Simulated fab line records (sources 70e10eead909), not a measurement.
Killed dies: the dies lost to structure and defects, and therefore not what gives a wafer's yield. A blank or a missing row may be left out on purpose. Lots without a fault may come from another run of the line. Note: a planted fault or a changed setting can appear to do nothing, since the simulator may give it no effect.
fab line records -- flow nandHarc -- part 2 of 2: steps 4 to 6 of 6
record lots=24, wafers=72, lastDay=24
route steps=1159 shown P_ZERO_WELL@17 P_GATE@157 P_M0@265
lots with no fault: from the same line, run without faults
startH: hours from the record's first day to the start of the lot's first wafer shown -- waitH: time in hours since the lot's previous step -- " same as the row above -- L1.1+2: several wafers, shown together as one row -- - no value, or no start given -- * or withheld: withheld -- < > ~ a bound
route shown NAME@n: a module of which the file shows steps, and the number in the route of the first -- usual: mean/standard deviation of fault-free wafers -- same: alike in all rows -- chamber/n: place in a boat -- sites: the reading at each site -- _std_site: standard deviation across them -- _edge_site: inner sites' mean taken away from outer sites' mean -- radiusMm: for every site, how far away it sits from the centre of the wafer -- mask NAME#n: copy n -- behind: tool/chamber where the wafer was last shaped -- hold: reason for holding the lot/hours on hold/outcome of the hold -- device: whichever transistor did not switch (one of n, p or np) -- end of line: tests run on the same wafers once the route is complete -- for a step that has no rows: nothing shown but its recipe -- killed: the dies lost at the first sort to structure and to defects; this is not the yield of the wafer -- map: the dies of a wafer, with x for killed, . for not killed, _ for no die there
set.NAME: the run value of the setting; set.NAME@STEP: its run value at that earlier step -- model.NAME: the simulator's own value behind a step, which no gauge read
a sample of lots followed through the steps of the route, with each step as a table and each wafer as a row
services: a tool's chamber out of use, with start hour (startH, from the record's first day; less than 0 if before it), hours out, and reason
## steps
# step NHARC_P_GATE_STRIP_112
# recipe powerW=1500, tempC=110, timeS=200, chemistry=N2/H2
# usual drypumpMotorCurrentA=5.81/0.27, heaterPowerW=89/13
lot.wafer,tool,chamber,startH,waitH,drypumpMotorCurrentA,heaterPowerW,rfHoursCounterH
L074.1,plasmaAsher-02,0,104.78,0.2,5.93,99,30
L074.2,plasmaAsher-02,1,104.78,0.2,5.61,90,30
L074.3,plasmaAsher-02,0,104.78,0.2,5.94,96,-
L076.1,plasmaAsher-02,1,110.58,0.2,5.55,90,33
L076.2,plasmaAsher-02,0,110.58,0.2,5.95,97,33
L076.3,plasmaAsher-02,0,110.58,0.2,5.95,99,-
L075.2,plasmaAsher-01,1,110.95,0.2,6.19,68,1
L075.3,plasmaAsher-01,1,110.95,0.2,6.19,69,-
L075.5,plasmaAsher-01,0,110.95,0.2,5.52,103,-
L077.2,plasmaAsher-02,1,111.16,0.2,5.58,90,33
L077.3,plasmaAsher-02,1,111.16,0.2,5.59,89,-
L077.5,plasmaAsher-02,1,111.16,0.2,5.58,90,-
L078.2,plasmaAsher-01,0,129.43,0.2,5.52,102,7
L078.4,plasmaAsher-01,0,129.43,0.2,5.50,99,-
L078.5,plasmaAsher-01,0,129.43,0.2,5.53,100,-
L079.2,plasmaAsher-01,1,130.01,0.2,6.17,67,8
L079.5,plasmaAsher-01,1,130.01,0.2,6.20,66,-
L079.6,plasmaAsher-01,0,130.01,0.2,5.52,104,-
L080.1,plasmaAsher-01,1,135.65,0.2,6.20,68,10
L080.2,plasmaAsher-01,0,135.65,0.2,5.51,102,10
L080.4,plasmaAsher-01,0,135.65,0.2,5.52,101,-
L081.3,plasmaAsher-01,1,143.99,0.3,6.17,70,-
L081.6,plasmaAsher-01,0,143.99,0.3,5.50,101,-
L081.5,plasmaAsher-01,1,143.99,0.3,6.14,69,-
L082.1,plasmaAsher-01,1,150.56,0.2,6.19,69,15
L082.4,plasmaAsher-01,1,150.56,0.2,6.19,70,-
L082.5,plasmaAsher-01,0,150.56,0.2,5.54,102,-
L083.1,plasmaAsher-02,1,158.79,0.2,5.53,91,48
L083.6,plasmaAsher-02,1,158.79,0.2,5.55,93,-
L083.5,plasmaAsher-02,0,158.79,0.2,5.95,95,-
L085.2,plasmaAsher-01,0,163.06,0.2,5.56,103,19
L085.3,plasmaAsher-01,1,163.06,0.2,6.19,68,-
L085.5,plasmaAsher-01,1,163.06,0.2,6.16,69,-
L084.4,plasmaAsher-02,0,163.55,0.2,5.96,98,-
L084.5,plasmaAsher-02,0,163.55,0.2,5.96,96,-
L084.6,plasmaAsher-02,1,163.55,0.2,5.59,89,-
L086.1,plasmaAsher-01,1,181.81,0.2,6.17,68,24
L086.2,plasmaAsher-01,0,181.81,0.2,5.50,105,24
L086.3,plasmaAsher-01,0,181.81,0.2,5.51,103,-
L087.3,plasmaAsher-02,1,182.50,0.2,5.59,91,-
L087.5,plasmaAsher-02,1,182.50,0.2,5.54,92,-
L087.6,plasmaAsher-02,0,182.50,0.2,5.96,95,-
L088.3,plasmaAsher-01,1,195.73,0.2,6.19,68,-
L088.5,plasmaAsher-01,1,195.73,0.2,6.21,68,-
L088.6,plasmaAsher-01,0,195.73,0.2,5.54,103,-
L089.2,plasmaAsher-02,0,195.87,0.3,5.97,91,1
L089.3,plasmaAsher-02,0,195.87,0.3,5.96,90,-
L089.5,plasmaAsher-02,1,195.87,0.3,5.63,89,-
L090.1,plasmaAsher-02,1,200.22,0.2,5.64,93,4
L090.4,plasmaAsher-02,1,200.22,0.2,5.63,88,-
L090.5,plasmaAsher-02,1,200.22,0.2,5.62,91,-
L091.1,plasmaAsher-02,0,207.48,0.2,5.95,93,6
L091.4,plasmaAsher-02,0,207.48,0.2,5.94,92,-
L091.3,plasmaAsher-02,1,207.48,0.2,5.60,89,-
L092.2,plasmaAsher-02,1,211.93,0.2,5.58,91,8
L092.1,plasmaAsher-02,0,211.93,0.2,5.94,95,8
L092.4,plasmaAsher-02,0,211.93,0.2,5.95,90,-
L093.1,plasmaAsher-01,1,214.08,0.4,6.19,68,36
L093.3,plasmaAsher-01,1,214.08,0.4,6.17,68,-
L093.6,plasmaAsher-01,1,214.08,0.4,6.20,68,-
L094.2,plasmaAsher-01,1,223.50,0.2,6.17,66,39
L094.3,plasmaAsher-01,1,223.50,0.2,6.19,69,-
L094.4,plasmaAsher-01,0,223.50,0.2,5.50,103,-
L095.3,plasmaAsher-02,1,229.09,0.2,5.61,89,-
L095.6,plasmaAsher-02,1,229.09,0.2,5.63,92,-
L095.5,plasmaAsher-02,0,229.09,0.2,5.94,91,-
L096.1,plasmaAsher-01,1,237.13,0.2,6.16,68,42
L096.6,plasmaAsher-01,0,237.13,0.2,5.51,102,-
L096.5,plasmaAsher-01,1,237.13,0.2,6.15,70,-
L097.1,plasmaAsher-02,0,237.63,0.2,5.96,93,17
L097.2,plasmaAsher-02,1,237.63,0.2,5.61,92,17
L097.3,plasmaAsher-02,1,237.63,0.2,5.61,90,-
# step NHARC_P_GATE_CD_MEAS_91
# recipe targetCdNm=2000, landingEnergyEv=500
# usual cdNm=1999.9/2
lot.wafer,tool,chamber,startH,waitH,cdNm
L074.1,cdSem-01,0,105.96,-,2000.2
L074.2,cdSem-01,0,105.96,-,1999.0
L074.3,cdSem-01,0,105.96,-,1997.2
L076.1,cdSem-03,0,111.64,-,1998.3
L076.2,cdSem-03,0,111.64,-,1998.3
L076.3,cdSem-03,0,111.64,-,1996.5
L075.2,cdSem-02,0,111.98,-,2000.0
L075.3,cdSem-02,0,111.98,-,2000.0
L075.5,cdSem-02,0,111.98,-,2001.2
L077.2,cdSem-03,0,112.35,-,1998.9
L077.3,cdSem-03,0,112.35,-,2000.0
L077.5,cdSem-03,0,112.35,-,1998.5
L078.2,cdSem-03,0,130.56,-,1996.8
L078.4,cdSem-03,0,130.56,-,1996.7
L078.5,cdSem-03,0,130.56,-,1999.8
L079.2,cdSem-01,0,131.19,-,2002.7
L079.5,cdSem-01,0,131.19,-,1999.1
L079.6,cdSem-01,0,131.19,-,2000.1
L080.1,cdSem-02,0,136.71,-,2000.7
L080.2,cdSem-02,0,136.71,-,2001.4
L080.4,cdSem-02,0,136.71,-,2003.1
L081.3,cdSem-02,0,144.92,-,1996.8
L081.5,cdSem-02,0,144.92,-,1995.5
L081.6,cdSem-02,0,144.92,-,1998.3
L082.1,cdSem-01,0,151.58,-,2001.0
L082.4,cdSem-01,0,151.58,-,2002.9
L082.5,cdSem-01,0,151.58,-,1999.6
L083.1,cdSem-01,0,159.97,-,1999.2
L083.5,cdSem-01,0,159.97,-,1999.8
L083.6,cdSem-01,0,159.97,-,1998.8
L085.2,cdSem-03,0,164.12,-,2001.1
L085.3,cdSem-03,0,164.12,-,2000.1
L085.5,cdSem-03,0,164.12,-,1999.5
L084.4,cdSem-03,0,164.66,-,1996.2
L084.5,cdSem-03,0,164.66,-,1998.4
L084.6,cdSem-03,0,164.66,-,1999.5
L086.1,cdSem-03,0,182.99,-,1998.8
L086.2,cdSem-03,0,182.99,-,1999.4
L086.3,cdSem-03,0,182.99,-,1998.7
L087.3,cdSem-01,0,183.61,-,2003.0
L087.5,cdSem-01,0,183.61,-,2000.4
L087.6,cdSem-01,0,183.61,-,2003.4
L088.3,cdSem-02,0,196.85,-,1999.5
L088.5,cdSem-02,0,196.85,-,2002.1
L088.6,cdSem-02,0,196.85,-,2002.6
L089.2,cdSem-01,0,197.07,-,1999.3
L089.3,cdSem-01,0,197.07,-,1999.0
L089.5,cdSem-01,0,197.07,-,1998.6
L090.1,cdSem-02,0,201.41,-,2002.2
L090.4,cdSem-02,0,201.41,-,2001.1
L090.5,cdSem-02,0,201.41,-,2002.8
L091.1,cdSem-02,0,208.54,-,1996.5
L091.3,cdSem-02,0,208.54,-,1998.3
L091.4,cdSem-02,0,208.54,-,1999.1
L092.1,cdSem-01,0,212.99,-,1996.7
L092.2,cdSem-01,0,212.99,-,1998.2
L092.4,cdSem-01,0,212.99,-,1996.4
L093.1,cdSem-03,0,215.21,-,2001.9
L093.3,cdSem-03,0,215.21,-,2001.8
L093.6,cdSem-03,0,215.21,-,2001.2
L094.2,cdSem-01,0,224.68,-,2004.7
L094.3,cdSem-01,0,224.68,-,2000.0
L094.4,cdSem-01,0,224.68,-,2002.3
L095.3,cdSem-02,0,230.08,-,1998.9
L095.5,cdSem-02,0,230.08,-,2001.5
L095.6,cdSem-02,0,230.08,-,2000.7
L096.1,cdSem-02,0,238.26,-,2001.0
L096.5,cdSem-02,0,238.26,-,1997.6
L096.6,cdSem-02,0,238.26,-,1998.9
L097.1,cdSem-03,0,238.81,-,2003.1
L097.2,cdSem-03,0,238.81,-,2000.6
L097.3,cdSem-03,0,238.81,-,2001.2
# step NHARC_P_M0_INSPECT_11
# usual rawDefectCount=4.0/2.7
lot.wafer,tool,chamber,startH,waitH,rawDefectCount
L074.1,defectInspect-02,-,118.92,0.0,1
L074.2,defectInspect-02,-,118.92,0.0,0
L074.3,defectInspect-02,-,118.92,0.0,6
L076.1,defectInspect-02,-,125.67,0.0,5
L076.2,defectInspect-02,-,125.67,0.0,5
L076.3,defectInspect-02,-,125.67,0.0,3
L075.2,defectInspect-01,-,129.12,0.0,2
L075.3,defectInspect-01,-,129.12,0.0,1
L075.5,defectInspect-01,-,129.12,0.0,2
L077.2,defectInspect-01,-,130.32,0.0,3
L077.3,defectInspect-01,-,130.32,0.0,8
L077.5,defectInspect-01,-,130.32,0.0,5
L078.2,defectInspect-02,-,144.12,0.0,4
L078.4,defectInspect-02,-,144.12,0.0,3
L078.5,defectInspect-02,-,144.12,0.0,6
L079.2,defectInspect-01,-,144.79,0.0,6
L079.5,defectInspect-01,-,144.79,0.0,5
L079.6,defectInspect-01,-,144.79,0.0,7
L080.1,defectInspect-01,-,145.84,0.0,7
L080.2,defectInspect-01,-,145.84,0.0,6
L080.4,defectInspect-01,-,145.84,0.0,3
L081.3,defectInspect-02,-,154.07,0.0,1
L081.5,defectInspect-02,-,154.07,0.0,3
L081.6,defectInspect-02,-,154.07,0.0,2
L082.1,defectInspect-02,-,162.50,0.0,1
L082.4,defectInspect-02,-,162.50,0.0,2
L082.5,defectInspect-02,-,162.50,0.0,2
L083.1,defectInspect-01,-,169.07,0.0,0
L083.5,defectInspect-01,-,169.07,0.0,4
L083.6,defectInspect-01,-,169.07,0.0,4
L085.2,defectInspect-01,-,178.10,0.0,5
L085.3,defectInspect-01,-,178.10,0.0,5
L085.5,defectInspect-01,-,178.10,0.0,2
L084.4,defectInspect-01,-,178.42,0.0,4
L084.5,defectInspect-01,-,178.42,0.0,0
L084.6,defectInspect-01,-,178.42,0.0,2
L086.1,defectInspect-02,-,192.02,0.0,13
L086.2,defectInspect-02,-,192.02,0.0,11
L086.3,defectInspect-02,-,192.02,0.0,7
L087.3,defectInspect-02,-,193.11,0.0,5
L087.5,defectInspect-02,-,193.11,0.0,3
L087.6,defectInspect-02,-,193.11,0.0,6
L088.3,defectInspect-01,-,212.82,0.0,4
L088.5,defectInspect-01,-,212.82,0.0,4
L088.6,defectInspect-01,-,212.82,0.0,8
L089.2,defectInspect-02,-,214.88,0.0,1
L089.3,defectInspect-02,-,214.88,0.0,1
L089.5,defectInspect-02,-,214.88,0.0,1
L091.1,defectInspect-01,-,217.93,0.0,1
L091.3,defectInspect-01,-,217.93,0.0,11
L091.4,defectInspect-01,-,217.93,0.0,4
L090.1,defectInspect-02,-,218.68,0.0,2
L090.4,defectInspect-02,-,218.68,0.0,0
L090.5,defectInspect-02,-,218.68,0.0,3
L092.1,defectInspect-02,-,221.89,0.0,4
L092.2,defectInspect-02,-,221.89,0.0,5
L092.4,defectInspect-02,-,221.89,0.0,5
L093.1,defectInspect-01,-,224.10,0.0,2
L093.3,defectInspect-01,-,224.10,0.0,3
L093.6,defectInspect-01,-,224.10,0.0,3
L094.2,defectInspect-02,-,235.62,0.0,3
L094.3,defectInspect-02,-,235.62,0.0,5
L094.4,defectInspect-02,-,235.62,0.0,3
L095.3,defectInspect-02,-,246.89,0.0,4
L095.5,defectInspect-02,-,246.89,0.0,2
L095.6,defectInspect-02,-,246.89,0.0,5
L096.1,defectInspect-02,-,247.75,0.0,2
L096.5,defectInspect-02,-,247.75,0.0,2
L096.6,defectInspect-02,-,247.75,0.0,0
L097.1,defectInspect-02,-,252.63,0.0,2
L097.2,defectInspect-02,-,252.63,0.0,3
L097.3,defectInspect-02,-,252.63,0.0,6
## services
tool,chamber,startH,hours,kind
plasmaAsher-02,-,6.00,9.0,pm
rieSi-06,-,6.00,9.0,pm
rieSi-06,2,21.42,5.2,repair
rieDiel-12,-,25.40,9.0,pm
plasmaAsher-02,-,31.09,1.7,repair
rieDiel-02,1,50.95,2.4,repair
rieDiel-08,1,53.21,7.6,repair
rieSi-06,-,75.96,0.9,repair
rieDiel-02,3,77.09,5.6,repair
rieDiel-02,2,95.94,13.9,repair
plasmaAsher-01,-,99.00,9.0,pm
rieDiel-08,-,125.07,9.0,pm
plasmaAsher-02,-,133.31,0.3,repair
rieDiel-12,-,142.27,1.4,repair
rieDiel-02,3,144.75,8.2,repair
rieDiel-02,-,150.70,9.0,pm
rieDiel-12,3,164.92,4.5,repair
plasmaAsher-02,-,183.00,9.0,pm
rieSi-06,-,183.00,9.0,pm
rieDiel-02,3,184.48,4.1,repair
rieDiel-02,2,186.18,7.2,repair
rieDiel-12,-,202.40,9.0,pm
rieSi-06,0,228.63,3.6,repair
rieSi-06,1,229.80,9.4,repair
